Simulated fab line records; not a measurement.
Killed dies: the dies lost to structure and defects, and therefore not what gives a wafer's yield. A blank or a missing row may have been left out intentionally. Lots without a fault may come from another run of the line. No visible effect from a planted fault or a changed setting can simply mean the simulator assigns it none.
Matching of chambers / flow nand-harc / 4 sister chambers for NHARC_A_WL_FILL_CMP_12 on cmp-04
The step polishes, t overpolish 30 s, target thk 75 nm. 8 wafers are shown with their chamber, then 8 later ones without.

## WAFERS, EACH WITH ITS CHAMBER
wafer=L084.5; chamber=0; motor-current-A (A)=11.8; overpolish-run-s (s)=30.005
wafer=L086.2; chamber=3; motor-current-A (A)=12.5; overpolish-run-s (s)=29.989
wafer=L085.3; chamber=1; motor-current-A (A)=11.5; overpolish-run-s (s)=30.004
wafer=L085.5; chamber=3; motor-current-A (A)=12.3; overpolish-run-s (s)=29.991
wafer=L091.1; chamber=2; motor-current-A (A)=11.4; overpolish-run-s (s)=30.007
wafer=L091.2; chamber=0; motor-current-A (A)=11.8; overpolish-run-s (s)=30.002
wafer=L091.3; chamber=1; motor-current-A (A)=11.0; overpolish-run-s (s)=29.992
wafer=L090.1; chamber=2; motor-current-A (A)=11.5; overpolish-run-s (s)=30.007

## WAFERS WITH NO CHAMBER GIVEN
wafer=L090.3; motor-current-A (A)=13.3; overpolish-run-s (s)=29.985
wafer=L090.4; motor-current-A (A)=11.3; overpolish-run-s (s)=29.985
wafer=L092.1; motor-current-A (A)=11.9; overpolish-run-s (s)=29.998
wafer=L092.4; motor-current-A (A)=11.4; overpolish-run-s (s)=30.007
wafer=L092.5; motor-current-A (A)=12.1; overpolish-run-s (s)=30.001
wafer=L095.1; motor-current-A (A)=11.6; overpolish-run-s (s)=30.001
wafer=L095.2; motor-current-A (A)=11.6; overpolish-run-s (s)=30.030
wafer=L095.3; motor-current-A (A)=11.3; overpolish-run-s (s)=29.995

## EACH ONE'S CHAMBER
wafer=L090.3; from the rows above=3; in truth=3
wafer=L090.4; from the rows above=can't be placed: 1 or 0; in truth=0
wafer=L092.1; from the rows above=can't be placed: 0 or 2 or 3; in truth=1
wafer=L092.4; from the rows above=can't be placed: 2 or 1 or 0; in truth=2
wafer=L092.5; from the rows above=can't be placed: 0 or 3 or 2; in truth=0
wafer=L095.1; from the rows above=can't be placed: 0 or 2 or 1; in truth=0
wafer=L095.2; from the rows above=can't be placed: 2 or 0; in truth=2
wafer=L095.3; from the rows above=1; in truth=1
Correct placement for 2 of the 8. Unplaceable from these rows: 6, with the true chamber sitting among the candidates in 5. Wrongly placed: 0.
How it was worked out, from the rows above alone: a wafer's distance from a chamber is the root of the sum, over the readings, of the square of ((its reading less the chamber's mean) divided by the reading's scatter). The wafer belongs to the nearest chamber; if the next one is less than 2 further off, it can't be placed. A chamber's mean is the mean of its shown wafers. The scatter is the square root of a quotient: the sum, over the shown wafers, of each reading's squared deviation from its chamber's mean, divided by wafers minus chambers.
